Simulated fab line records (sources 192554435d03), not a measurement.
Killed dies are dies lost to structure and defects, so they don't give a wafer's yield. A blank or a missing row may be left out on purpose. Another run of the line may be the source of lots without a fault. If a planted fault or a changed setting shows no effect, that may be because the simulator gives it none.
A struck lot beside a sound one + flow n5Finfet + 38 steps out of a route of 1938
Sound: the wafers L197.2, L197.3, L197.4. Struck: wafers L206.2, L206.5. (L206.6 of the same lot was not struck and is left out.) The cause comes at the end.
At each step with rows: each side's tool, then ch and its chambers, then its first start. Under that, the readings that differ: sound wafers + struck wafers + difference of the means + sigmas: that difference in standard deviations of wafers without a fault.
alike: words and numbers the same on both sides, and readings whose means are apart by under 2 such deviations; not compared: readings that were withheld, readings missing a value for some wafer, numbers with overlapping values and no deviation given by the record, and bounds like >300 which may hide the same value.
The two part at a step that has a row with sigmas, a row that says differs or no value, or rows on one side only. Non-overlapping numbers with no deviation appear without sigmas and do not part them. A reading missing from all wafers of one side parts the sides only when that side holds two or more wafers.

first, 10 steps without rows for these wafers: N5_BEOL_M5_TRENCH_ETCH_37 (etches SiCOH lowk in C4F6/O2, target depth 71.652 nm, time 24.7 s); N5_BEOL_M5_ETCH_41 (etches SiCN in CH3F/O2, target depth 31.5 nm, time 56.7 s); N5_BEOL_M5_STRIP_91 (strips in N2/H2, time 10 s); N5_BEOL_M5_HM_STRIP_39 (strips TiN in peroxide tin strip, target depth 25 nm, time 158 s); N5_BEOL_M5_SRD_40 (time 30 s); N5_BEOL_M5_PRECLEAN_42 (cleans in residue remover, time 60 s); N5_BEOL_M5_SRD_43 (time 30 s); N5_BEOL_M5_CURE_80 (cures SiCOH lowk, time 120 s); N5_BEOL_M5_DEGAS_44 (time 60 s); N5_BEOL_M5_PRE_CLEAN_45 (time 30 s).
N5_BEOL_M5_ALD_86: deposits TaN, pulse time 2 s, purge time 3 s, co reactant purge time 2 s.
  sound on aldMetal-01 ch 0,2,3, day 9 11:19; struck on aldMetal-01 ch 1, day 11 23:43
| reading   | sound    | struck | difference | sigmas |
|-----------|----------|--------|------------|--------|
| aldCycles | 30 30 30 | 54 54  | +24        |        |
  alike: heaterPowerW
  not compared: model.TaN_of_BEOL_M5_ALD_86.thkNm
then, 13 steps without rows for these wafers: N5_BEOL_M5_SURFACE_TREAT_87; N5_BEOL_M5_CVD_47 (deposits Co from CCTBA/H2, target thk 3 nm, time 216 s); N5_BEOL_M5_SPUTTER_48 (material Cu, target thk 15 nm, time 27.62 s); N5_BEOL_M5_ANNEAL_49 (time 1800 s); N5_BEOL_M5_SPUTTER_81 (material Cu, target thk 15 nm, time 27.62 s); N5_BEOL_M5_ANNEAL_82 (time 1800 s); N5_BEOL_M5_SPUTTER_83 (material Cu, target thk 15 nm, time 27.62 s); N5_BEOL_M5_ANNEAL_84 (time 1800 s); N5_BEOL_M5_SPUTTER_88 (material Cu, target thk 15 nm, time 27.62 s); N5_BEOL_M5_ANNEAL_89 (time 1800 s); N5_BEOL_M5_SPUTTER_90 (material Cu, target thk 4.5 nm, time 8.29 s); N5_BEOL_M5_ECD_50 (material Cu, target thk 300 nm); N5_BEOL_M5_ANNEAL_51 (time 90 s).
N5_BEOL_M5_CMP_52: polishes, stops on SiCOH lowk, t overpolish 6.9 s, target thk 62 nm.
  sound on cmp-01 ch 0,1,2, day 9 17:03; struck on cmp-02 ch 2,3, day 12 05:17
| reading                   | sound          | struck    | difference | sigmas |
|---------------------------|----------------|-----------|------------|--------|
| barrierFieldEndpointS (s) | 24.9 24.4 25.9 | 26.0 26.4 | +1.1       | +3     |
  alike: clearingPlatenRpm, edgeZonePressureFrac, motorCurrentA
then, 11 steps without rows for these wafers: N5_BEOL_M5_PRE_CLEAN_77 (time 15 s); N5_BEOL_M5_CO_CAP_78 (material Co, precursor CCTBA/H2, target thk 2 nm, time 102.1 s); N5_BEOL_M5_PRE_CLEAN_55 (time 15 s); N5_BEOL_M5_DEP_56 (deposits SiCN from 3MS/NH3, target thk 8 nm, time 14 s); N5_BEOL_M6_ILD_DEP_00 (deposits SiCOH lowk from DEMS/porogen, target thk 179.75 nm, time 33.4 s); N5_BEOL_M6_CURE_74 (cures SiCOH lowk, time 240 s); N5_BEOL_M6_PECVD_70 (deposits SiO2 from TEOS/O2, target thk 20 nm, time 22.7 s); N5_BEOL_M6_HM_DEP_02 (deposits TiN, target thk 20 nm); N5_BEOL_M6_COAT_59 (time 60 s, resist thk 100 nm); N5_BEOL_M6_COAT_60 (time 60 s, resist thk 35 nm); N5_BEOL_M6_COAT_05 (resist thk 90 nm).
-- the record jumps here: 3 days lie between the struck wafers' starts before and after (it left off in module BEOL_M6 and takes up again in module BEOL_M15, whose first step shown is number 1830 of the route) --
N5_BEOL_M15_RC_MEAS_101:
  sound on prober-01 ch 0, day 13 00:32; struck on prober-01 ch 0, day 15 08:18
| reading                   | sound                    | struck          | difference | sigmas |
|---------------------------|--------------------------|-----------------|------------|--------|
| COMB_M12 (S/m)            | 5.6e-12 1.03e-11 8.5e-12 | 6.5e-12 4.4e-12 | -2.7e-12   | -2     |
| SERP_M5 (ohm/um)          | 38.3 35.9 38.2           | 45.0 43.1       | +6.6       | +5     |
| SERP_M5_max_site (ohm/um) | 39.4 37.0 39.5           | 46.9 45.4       | +7.5       | +5     |
| SERP_M7 (ohm/um)          | 12.9 13.3 13.1           | 14.0 14.0       | +0.9       | +2     |
  alike: COMB_M10, COMB_M11, COMB_M13, COMB_M14, COMB_M15, COMB_M5, COMB_M6, COMB_M7, COMB_M8, COMB_M9, SERP_M10, SERP_M11, SERP_M12, SERP_M13, SERP_M14, SERP_M6, SERP_M8, SERP_M8_max_site, SERP_M9
N5_PASSIVATION_PROBE_49:
  sound wafers here have rows in the record (prober-02, day 13 13:08); struck ones have none

WHERE THEY PART
Earliest at N5_BEOL_M5_CMP_52; latest, in this record, at N5_PASSIVATION_PROBE_49.

WHY: the cause the simulator had injected
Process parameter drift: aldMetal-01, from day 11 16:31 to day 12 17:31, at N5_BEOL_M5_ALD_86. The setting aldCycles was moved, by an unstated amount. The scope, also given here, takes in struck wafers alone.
